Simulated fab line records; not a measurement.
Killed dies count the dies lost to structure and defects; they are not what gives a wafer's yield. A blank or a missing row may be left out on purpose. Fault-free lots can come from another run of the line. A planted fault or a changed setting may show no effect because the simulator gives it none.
Matching of chambers / flow nandHarc / NHARC_A_CHANNEL_FILL_D2_STRIP_29 on rieDiel-11: 4 sister chambers
The step strips in O2, time 20 s. 4 wafers are shown with their chamber, then 9 later ones without.

== WAFERS, EACH WITH ITS CHAMBER ==
wafer=L131.4; chamber=1; drypumpMotorCurrentA (A)=6.6
wafer=L142.1; chamber=2; drypumpMotorCurrentA (A)=5.6
wafer=L142.5; chamber=0; drypumpMotorCurrentA (A)=5.7
wafer=L142.6; chamber=3; drypumpMotorCurrentA (A)=6.4

== WAFERS MISSING THEIR CHAMBER ==
wafer=L145.1; drypumpMotorCurrentA (A)=6.6
wafer=L145.2; drypumpMotorCurrentA (A)=6.4
wafer=L145.4; drypumpMotorCurrentA (A)=5.7
wafer=L144.1; drypumpMotorCurrentA (A)=6.4
wafer=L144.3; drypumpMotorCurrentA (A)=6.5
wafer=L144.5; drypumpMotorCurrentA (A)=5.7
wafer=L146.1; drypumpMotorCurrentA (A)=6.5
wafer=L146.4; drypumpMotorCurrentA (A)=5.7
wafer=L146.6; drypumpMotorCurrentA (A)=6.4

== EACH ONE'S CHAMBER ==
wafer=L145.1; from the rows above=1; in truth=1
wafer=L145.2; from the rows above=3; in truth=3
wafer=L145.4; from the rows above=0; in truth=0
wafer=L144.1; from the rows above=3; in truth=3
wafer=L144.3; from the rows above=can't be placed: 1 or 3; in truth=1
wafer=L144.5; from the rows above=0; in truth=0
wafer=L146.1; from the rows above=can't be placed: 1 or 3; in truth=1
wafer=L146.4; from the rows above=0; in truth=0
wafer=L146.6; from the rows above=3; in truth=3
7 of 9 placed correctly. Cannot be placed on the basis of these rows: 2; the candidates contain the true chamber in 2. Wrongly placed: 0.
How it was worked out, from the rows above alone: a wafer's distance from a chamber is the root of the sum, over the readings, of the square of ((its reading less the chamber's mean) divided by the reading's scatter). The wafer belongs to the nearest chamber; if the next one is less than 2 further off, it can't be placed. The mean given for a chamber averages the wafers shown for that chamber. The scatter (one wafer shown for each chamber): square how far every hidden wafer sits from the nearest shown wafer, average those squares and take the square root.
